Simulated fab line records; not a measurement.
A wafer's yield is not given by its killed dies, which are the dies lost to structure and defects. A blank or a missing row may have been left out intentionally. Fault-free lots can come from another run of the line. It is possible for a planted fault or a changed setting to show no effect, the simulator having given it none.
What tool caused it?	flow n5-finfet	31 wafers from 11 lots sampled at 4 of the route's 1938 steps

== WHAT EACH GAUGE READ, for each wafer ==
Not one reading of a measure or inspect step in the record can be checked against a usual standard deviation.

== EACH LOT AND THE TOOL THAT RAN IT (in order: tool; ch and the chambers of the sampled wafers; start) ==
lot	N5_BEOL_M11_STRIP_77	N5_BEOL_M11_CURE_72	N5_BEOL_M11_CMP_52	N5_BEOL_M12_ILD_DEP_00
L273	rie-diel-01 ch 0,1,2, day 11 03:26 or earlier	uv-cure-01 ch 2, day 11 03:26	cmp-03 ch 0,1,3, day 11 05:41	pecvd-04 ch 0,1, day 11 06:12
L275	rie-diel-03 ch 0,3, day 11 21:24 or earlier	uv-cure-03 ch 1, day 11 21:24	cmp-03 ch 1,2, day 12 00:55	pecvd-02 ch 0,2, day 12 01:24
L280	rie-diel-03 ch 1,2, day 13 04:33 or earlier	uv-cure-01 ch 2, day 13 04:33	cmp-03 ch 0,1, day 13 06:19	pecvd-04 ch 0,2, day 13 06:43
L281	rie-diel-01 ch 0,2,3, day 13 15:23 or earlier	uv-cure-02 ch 2, day 13 15:23	cmp-03 ch 0,2, day 13 17:32	pecvd-04 ch 0,1, day 13 18:01
L283	rie-diel-04 ch 1,2, day 13 18:05 or earlier	uv-cure-03 ch 0, day 13 18:05	cmp-03 ch 0,1, day 13 19:47	pecvd-04 ch 0,2, day 13 20:16
L287	rie-diel-03 ch 0,1,2, day 14 19:03 or earlier	uv-cure-03 ch 2, day 14 19:03	cmp-04 ch 1,2, day 14 21:10	pecvd-01 ch 0,1, day 14 21:38
L286	rie-diel-04 ch 0,1,3, day 14 19:46 or earlier	uv-cure-03 ch 0, day 14 19:46	cmp-02 ch 1,2,3, day 14 22:14	pecvd-02 ch 0,2, day 14 22:41
L289	rie-diel-01 ch 1,2,3, day 15 05:05 or earlier	uv-cure-02 ch 2, day 15 05:05	cmp-04 ch 0,1, day 15 08:16	pecvd-02 ch 0,2, day 15 08:44
L293	rie-diel-01 ch 1,2,3, day 16 07:25 or earlier	uv-cure-03 ch 1, day 16 07:25	cmp-04 ch 2,3, day 16 09:46	pecvd-04 ch 0,1,2, day 16 10:15
L292	rie-diel-03 ch 0,1,3, day 16 08:11 or earlier	uv-cure-01 ch 1, day 16 08:11	cmp-03 ch 0,1,3, day 16 09:49	pecvd-02 ch 0,1, day 16 10:16
L294	rie-diel-03 ch 0,1,3, day 16 15:23 or earlier	uv-cure-02 ch 1, day 16 15:23	cmp-03 ch 1,2,3, day 16 19:25	pecvd-04 ch 1,2, day 16 19:54
- N5_BEOL_M11_STRIP_77: strips in N2/H2, time 10 s.
- N5_BEOL_M11_CURE_72: cures SiCOH lowk, time 120 s.
- N5_BEOL_M11_CMP_52: polishes, stops on SiCOH lowk, t overpolish 7 s, target thk 140 nm.
- N5_BEOL_M12_ILD_DEP_00: deposits SiOC from DEMS/O2, target thk 658.92 nm, time 130.7 s.

== WHAT THE TOOLS THEMSELVES READ (means of the sampled wafers that have a number; where no wafer has one, the mark that the record gives instead) ==
N5_BEOL_M11_STRIP_77.
lot	tool	drypump-motor-current-A (A)	oes-product-au (a.u.)	rf-vpp-V (V)	showerhead-plenum-p-Torr (Torr)	throttle-valve-pct (%)
L273	rie-diel-01	5.7	0.91	59.8	2.59	23.55
L275	rie-diel-03	5.5	0.76	58.3	2.51	23.37
L280	rie-diel-03	5.8	0.70	59.5	2.57	23.85
L281	rie-diel-01	6.2	0.83	59.4	2.53	23.52
L283	rie-diel-04	5.8	0.90	58.0	2.53	23.53
L287	rie-diel-03	5.5	0.70	59.0	2.51	23.72
L286	rie-diel-04	5.9	0.85	59.5	2.63	23.49
L289	rie-diel-01	5.8	0.82	59.4	2.50	23.66
L293	rie-diel-01	5.8	0.82	58.8	2.49	23.66
L292	rie-diel-03	5.9	0.74	59.5	2.57	23.47
L294	rie-diel-03	5.9	0.74	58.3	2.57	23.47

N5_BEOL_M11_CURE_72.
lot	tool	lamp-power-pct (%)	wafer_temp_C_max
L273	uv-cure-01	52.28	371.5
L275	uv-cure-03	52.36	371.6
L280	uv-cure-01	52.33	371.5
L281	uv-cure-02	52.31	371.0
L283	uv-cure-03	52.34	371.5
L287	uv-cure-03	52.35	371.2
L286	uv-cure-03	52.31	371.4
L289	uv-cure-02	52.30	371.3
L293	uv-cure-03	52.28	371.3
L292	uv-cure-01	52.29	370.8
L294	uv-cure-02	52.30	371.7

N5_BEOL_M11_CMP_52.
lot	tool	barrier-field-endpoint-s (s)	motor-current-A (A)	overpolish-run-s (s)	time-to-endpoint-s (s)
L273	cmp-03	29.9	6.4	7.014	74
L275	cmp-03	29.5	5.9	6.995	68
L280	cmp-03	22.6	6.2	6.991	52
L281	cmp-03	20.8	6.1	7.003	47
L283	cmp-03	23.1	6.0	6.999	54
L287	cmp-04	28.1	6.2	7.004	64
L286	cmp-02	29.9	6.3	6.996	69
L289	cmp-04	28.5	6.2	7.001	66
L293	cmp-04	28.7	6.1	7.005	64
L292	cmp-03	28.8	6.3	6.996	68
L294	cmp-03	28.7	6.2	6.995	67

N5_BEOL_M12_ILD_DEP_00.
lot	tool	chamber-pressure-Torr (Torr)	heater-power-w (W)	showerhead-plenum-p-Torr (Torr)	throttle-valve-pct (%)
L273	pecvd-04	4.997	619	5.689	11.1
L275	pecvd-02	5.000	427	5.704	11.7
L280	pecvd-04	5.008	593	5.718	11.0
L281	pecvd-04	5.004	608	5.698	11.2
L283	pecvd-04	5.000	540	5.690	11.1
L287	pecvd-01	5.001	439	5.698	12.6
L286	pecvd-02	4.986	442	5.700	11.7
L289	pecvd-02	4.999	425	5.693	11.5
L293	pecvd-04	4.994	618	5.687	11.3
L292	pecvd-02	4.997	512	5.703	11.9
L294	pecvd-04	4.999	618	5.686	11.0

== THE ANSWER, worked out from the rows above alone ==
Rule: what is usual is taken from the lots themselves. The widest of any qualifying gaps counts: lots, ordered by their means at a reading, are off when they make up no more than a third of the lots, leave a main group of 4 or more, and stand apart from it by 3 or more times the standard deviation of that group's means. If all means in a main group match to the digits the tables above print for the reading, that group is not used. A lot without any number at a reading at which 4 lots or more have one is off too. The other lots that the step has rows for count as sound. The gauges are gone through in route order, then the tools' own readings, and for those a lot's mean is taken as printed above. The first step at which some lot is off is used, and at that step the reading that is off furthest; a lot without a number counts as furthest.
Off, at N5_BEOL_M11_CMP_52 on barrier-field-endpoint-s: L280, L281, L283. For the main group the mean is 29.0 s and the standard deviation 0.63.
If a tool, at that step or one of the process steps before it, ran each lot that is off and ran no sound lot following the first of them, it fits. N5_BEOL_M11_STRIP_77 gives no start for some lots, so the hours and the order of its lots are those of N5_BEOL_M11_CURE_72. Of those tried, none fits.

== WHAT THE SIMULATOR HAD INSERTED ==
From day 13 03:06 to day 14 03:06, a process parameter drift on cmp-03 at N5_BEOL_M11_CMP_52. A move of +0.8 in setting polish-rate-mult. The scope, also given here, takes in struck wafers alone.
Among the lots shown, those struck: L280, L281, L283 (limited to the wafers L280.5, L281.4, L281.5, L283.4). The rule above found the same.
